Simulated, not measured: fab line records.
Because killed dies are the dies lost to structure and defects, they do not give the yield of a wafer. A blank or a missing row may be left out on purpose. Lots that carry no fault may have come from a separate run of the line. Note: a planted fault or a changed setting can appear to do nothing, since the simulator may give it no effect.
Matching of chambers    flow nand harc    ald hk-01 running NHARC_A_STAIRCASE_ALD_420: 4 sister chambers
The step deposits SiO2, target thk 20 nm, pulse time 6 s, ald cycles 200. 18 wafers are shown with their chamber, then 9 later ones without.

## WAFERS WITH THEIR CHAMBER
wafer   chamber  heater power w (W)  precursor pulse height rel
L077.1  1        478                 1.013
L077.4  3        446                 0.997
L077.6  1        480                 1.005
L078.1  3        437                 0.989
L078.4  0        447                 0.998
L078.5  0        459                 1.044
L082.2  2        510                 0.996
L082.4  3        434                 1.014
L082.6  0        465                 0.996
L083.3  3        426                 1.011
L083.5  0        456                 0.989
L083.6  1        463                 1.012
L080.1  1        478                 1.005
L080.2  3        432                 1.005
L080.4  2        505                 0.994
L090.1  3        435                 1.008
L090.2  1        483                 1.009
L090.5  2        522                 0.973

SIGNATURES, as means of the wafers listed above
reading                     chamber 0  chamber 1  chamber 2  chamber 3  scatter within a chamber
heater power w              456.75     476.40     512.33     435.00     7.46
precursor pulse height rel  1.00675    1.00880    0.98767    1.00400    0.0139
Rule: a wafer lies at a distance from a chamber equal to the root of the sum of squares, over the readings, of (its reading less the chamber's mean, divided by the reading's scatter). If the next closest chamber is less than 2 further off than the closest, the wafer can't be placed; otherwise it belongs to the closest. How the scatter is found: for the shown wafers, subtract from each reading the mean of its chamber, square and add these, divide the total by (wafers less chambers), then take the root.

## WAFERS WITHOUT THEIR CHAMBER
wafer   heater power w (W)  precursor pulse height rel
L093.1  452                 0.993
L093.2  526                 1.022
L093.5  456                 1.028
L097.3  427                 0.998
L097.4  485                 1.014
L097.6  437                 0.989
L095.1  472                 0.999
L095.2  434                 1.005
L095.6  438                 0.971

## CHAMBER TAKEN BY EACH
wafer    from the rows above            in truth
L093.1   can't be placed: 0 or 3        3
L093.2   2                              2
L093.5   can't be placed: 0 or 1 or 3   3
L097.3   3                              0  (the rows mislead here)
L097.4   1                              1
L097.6   can't be placed: 3 or 0        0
L095.1   can't be placed: 1 or 0        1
L095.2   3                              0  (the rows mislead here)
L095.6   can't be placed: 3 or 0        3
Correctly placed: 2 of 9. From these rows, 5 cannot be placed; in 5 the true chamber is one of the candidates. 2 placed wrongly.
